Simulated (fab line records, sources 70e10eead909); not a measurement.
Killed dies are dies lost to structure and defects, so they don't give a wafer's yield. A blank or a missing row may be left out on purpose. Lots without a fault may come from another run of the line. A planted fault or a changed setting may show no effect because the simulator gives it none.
Which tool did it? | flow nand_harc | 11 lots, 33 wafers sampled, at 4 steps of a route of 1302

WHAT THE GAUGES READ, wafer by wafer
NHARC_A_SOURCE_PLATE_THK_MEAS_06: measures by ellipsometry.
lot  | measured     | on            | thk_nm (nm)
L399 | day 7 21:13  | film_metro-02 | 200.8 201.1 200.4
L402 | day 9 10:50  | film_metro-01 | 201.1 198.1 198.5
L405 | day 10 17:29 | film_metro-02 | 204.5 200.6 203.6
L407 | day 12 03:17 | film_metro-01 | 197.5 196.2 198.2
L408 | day 12 03:17 | film_metro-02 | 198.7 199.3 196.7
L409 | day 12 12:20 | film_metro-01 | 199.5 199.4 198.9
L410 | day 12 21:56 | film_metro-01 | 268.0 266.3 267.8 268.6 267.2 267.7
L411 | day 13 05:26 | film_metro-02 | 268.4 267.1 266.9 269.4 267.3 267.2
L412 | day 13 19:21 | film_metro-01 | 271.3 270.6 270.7 270.7 271.3 270.5
L413 | day 14 06:12 | film_metro-02 | 203.3 204.9 202.8
L420 | day 16 22:54 | film_metro-01 | 200.2 196.8 198.3

WHICH TOOL RAN EACH LOT (tool, then ch and the chambers of the sampled wafers, then the start)
lot  | NHARC_P_BONDPAD_ACTIVATE_29        | NHARC_A_ZERO_WELL_DESCUM_12        | NHARC_A_SOURCE_PLATE_CVD_03
L399 | rie_diel-06 ch 1,2, day 6 23:08    | rie_diel-07 ch 2,3, day 7 00:32    | lpcvd_poly-04 ch 0, day 7 11:11
L402 | rie_diel-05 ch 1,2, day 8 11:12    | rie_diel-07 ch 1,2,3, day 8 12:37  | lpcvd_poly-03 ch 0, day 8 23:19
L405 | rie_diel-05 ch 0,1,2, day 9 18:33  | rie_diel-08 ch 0,2,3, day 9 19:49  | lpcvd_poly-03 ch 0, day 10 07:04
L407 | rie_diel-05 ch 0,3, day 11 01:43   | rie_diel-07 ch 0,2, day 11 03:08   | lpcvd_poly-04 ch 0, day 11 15:53
L408 | rie_diel-06 ch 1,2, day 11 05:18   | rie_diel-08 ch 0,1, day 11 06:41   | lpcvd_poly-04 ch 0, day 11 15:53
L409 | rie_diel-05 ch 0,1,3, day 11 09:57 | rie_diel-07 ch 0,2,3, day 11 11:22 | lpcvd_poly-04 ch 0, day 12 02:20
L410 | rie_diel-05 ch 1,2,3, day 11 20:23 | rie_diel-07 ch 0,2,3, day 11 21:39 | lpcvd_poly-02 ch 0, day 12 09:29
L411 | rie_diel-05 ch 1,3, day 12 05:16   | rie_diel-07 ch 0,1, day 12 06:40   | lpcvd_poly-02 ch 0, day 12 18:32
L412 | rie_diel-09 ch 0,1, day 12 17:07   | rie_diel-07 ch 0,2,3, day 12 18:24 | lpcvd_poly-02 ch 0, day 13 07:46
L413 | rie_diel-05 ch 0,1, day 13 03:35   | rie_diel-07 ch 0,2, day 13 05:04   | lpcvd_poly-03 ch 0, day 13 18:19
L420 | rie_diel-09 ch 2,3, day 15 22:21   | rie_diel-07 ch 0,1,2, day 15 23:38 | lpcvd_poly-02 ch 0, day 16 11:32
- NHARC_P_BONDPAD_ACTIVATE_29: chemistry N2, time 60 s.
- NHARC_A_ZERO_WELL_DESCUM_12: chemistry O2, time 3 s.
- NHARC_A_SOURCE_PLATE_CVD_03: deposits poly-Si, target thk 200 nm, time 4000 s.

THE ANSWER, worked out from the rows above alone
Rule: what is usual is taken from the lots themselves. Put in order of their means at a reading, lots are off if they are a third of the lots or fewer, leave a main group of 4 or more, and stand apart from it by a gap of 3 or more times the standard deviation of the main group's means; of several such gaps the widest counts. A main group whose means are all the same, to the digits that the tables above print for the reading, isn't used. A lot without any number at a reading at which 4 lots or more have one is off too. The other lots that the step has rows for count as sound.
Off: L410, L411, L412, at NHARC_A_SOURCE_PLATE_THK_MEAS_06 (thk_nm). The main group: mean 200.0 nm, standard deviation 2.1.
A tool fits if, at a process step before that reading, it ran every lot that is off, and no sound lot after the first of them. The gauges at NHARC_A_SOURCE_PLATE_THK_MEAS_06 are tried like those tools. None of those tried fits.

WHAT THE SIMULATOR HAD PUT IN
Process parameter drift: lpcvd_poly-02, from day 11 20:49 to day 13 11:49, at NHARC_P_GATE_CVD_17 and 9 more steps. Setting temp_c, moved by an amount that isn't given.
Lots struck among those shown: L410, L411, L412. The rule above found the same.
